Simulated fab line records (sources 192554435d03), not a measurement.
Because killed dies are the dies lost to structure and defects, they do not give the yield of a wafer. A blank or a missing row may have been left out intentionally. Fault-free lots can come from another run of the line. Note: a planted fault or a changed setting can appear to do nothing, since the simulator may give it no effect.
Matching of chambers | flow n5_finfet | rie_diel-01 running N5_DUMMY_GATE_STRIP_40: 4 sister chambers
The step strips in CF4. 4 wafers are shown with their chamber, then 9 later ones without.

WAFERS WITH THEIR CHAMBER
wafer  | chamber | throttle_valve_pct (%)
L078.1 | 0       | 13.78
L083.4 | 2       | 13.91
L084.4 | 1       | 13.95
L084.5 | 3       | 13.32

WAFERS WITH NO CHAMBER GIVEN
wafer  | throttle_valve_pct (%)
L086.1 | 13.91
L086.2 | 13.93
L086.3 | 13.22
L094.1 | 13.37
L094.3 | 13.40
L094.4 | 13.27
L096.3 | 13.41
L096.4 | 13.95
L096.5 | 13.98

WHICH CHAMBER EACH ONE RAN IN
wafer  | from the rows above     | in truth
L086.1 | can't be placed: 2 or 1 | 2
L086.2 | can't be placed: 1 or 2 | 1
L086.3 | 3                       | 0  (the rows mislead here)
L094.1 | 3                       | 3
L094.3 | 3                       | 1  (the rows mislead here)
L094.4 | 3                       | 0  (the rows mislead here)
L096.3 | 3                       | 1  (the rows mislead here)
L096.4 | can't be placed: 1 or 2 | 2
L096.5 | can't be placed: 1 or 2 | 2
Correctly placed: 1 of 9. Not placeable from these rows: 4 (in 4, the candidates include the true chamber). Placed wrongly: 4.
How it was worked out, from the rows above alone: a wafer's distance from a chamber is the root of the sum, over the readings, of the square of ((its reading less the chamber's mean) divided by the reading's scatter). If the next closest chamber is less than 2 further off than the closest, the wafer can't be placed; otherwise it belongs to the closest. For every chamber, the mean is computed from those of its wafers that are shown. The scatter: with one shown wafer a chamber, the root of the mean of the squares of how far each hidden wafer lies from its nearest shown one.
